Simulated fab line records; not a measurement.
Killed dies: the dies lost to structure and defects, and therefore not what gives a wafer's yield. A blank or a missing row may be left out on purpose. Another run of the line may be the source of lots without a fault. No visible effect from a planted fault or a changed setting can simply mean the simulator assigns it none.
Chamber matching	flow nand-harc	rie-diel-11 running NHARC_A_CONTACT_ETCH_102: 4 sister chambers
The step etches the open film in CF4/O2, target depth 70 nm, overetch 7 nm, time 38.5 s. 33 wafers are shown with their chamber, then 12 later ones without.

EACH WAFER AND ITS CHAMBER
wafer	chamber	drypump-motor-current-A (A)	rf-vpp-V (V)	oes-product-au (a.u.)
L076.2	2	5.3	197.5	0.987
L076.4	3	6.0	197.3	1.008
L076.6	3	6.0	197.5	1.001
L076.1	1	6.6	197.2	1.000
L076.3	0	6.0	197.5	0.998
L076.5	2	5.3	198.7	0.989
L081.1	2	5.3	199.3	1.003
L081.3	0	6.0	196.5	1.008
L081.5	0	6.0	198.0	0.999
L086.1	2	5.3	200.0	1.002
L086.2	1	6.6	198.7	1.000
L086.4	3	6.0	198.3	1.006
L088.1	3	6.0	197.2	1.000
L088.3	2	5.3	200.0	0.998
L088.4	1	6.5	198.6	1.010
L087.2	1	6.6	198.4	0.997
L087.3	0	6.0	197.7	0.997
L087.4	2	5.3	198.9	1.004
L089.1	1	6.6	197.7	1.008
L089.2	3	6.0	197.6	0.999
L089.3	0	6.0	197.6	0.999
L089.4	2	5.3	198.6	1.003
L089.5	1	6.6	198.8	1.010
L089.6	2	5.3	199.0	0.999
L090.2	1	6.6	197.5	1.006
L090.4	0	6.0	198.9	1.007
L090.5	3	6.0	198.2	1.012
L091.1	2	5.3	199.2	1.000
L091.4	1	6.6	198.1	1.015
L091.5	2	5.3	198.2	0.999
L091.2	0	6.0	197.9	0.995
L091.3	3	5.9	197.4	1.005
L091.6	3	5.9	197.4	1.000

SIGNATURES (means of the wafers above)
reading	chamber 0	chamber 1	chamber 2	chamber 3	scatter within a chamber
drypump-motor-current-A	6.000	6.587	5.300	5.975	0.0286
rf-vpp-V	197.729	198.125	198.940	197.613	0.643
oes-product-au	1.00043	1.00575	0.99840	1.00388	0.00551
Rule: a wafer's distance from a chamber is the root of the sum, over the readings, of the square of ((its reading less the chamber's mean) divided by the reading's scatter). If the next closest chamber is less than 2 further off than the closest, the wafer can't be placed; otherwise it belongs to the closest. The scatter is the square root of a quotient: the sum, over the shown wafers, of each reading's squared deviation from its chamber's mean, divided by wafers minus chambers.

WAFERS MISSING THEIR CHAMBER
wafer	drypump-motor-current-A (A)	rf-vpp-V (V)	oes-product-au (a.u.)
L093.1	6.6	198.6	1.019
L093.3	5.3	198.6	1.011
L093.4	5.9	197.5	0.999
L095.2	5.3	198.7	1.005
L095.4	6.6	198.8	1.003
L095.6	6.0	196.0	0.997
L096.1	6.6	197.5	0.987
L096.2	5.3	199.1	0.995
L096.3	5.9	198.3	0.991
L097.2	6.6	197.7	1.008
L097.4	5.3	199.3	1.019
L097.6	6.0	197.2	1.011

THE CHAMBER EACH PASSED THROUGH
wafer	from the rows above	in truth
L093.1	1	1
L093.3	2	2
L093.4	can't be placed: 3 or 0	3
L095.2	2	2
L095.4	1	1
L095.6	can't be placed: 0 or 3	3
L096.1	1	1
L096.2	2	2
L096.3	can't be placed: 3 or 0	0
L097.2	1	1
L097.4	2	2
L097.6	can't be placed: 3 or 0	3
Correct placement for 8 of the 12. These rows do not allow placing 4 (true chamber among the candidates in 4). Number placed wrongly: 0.
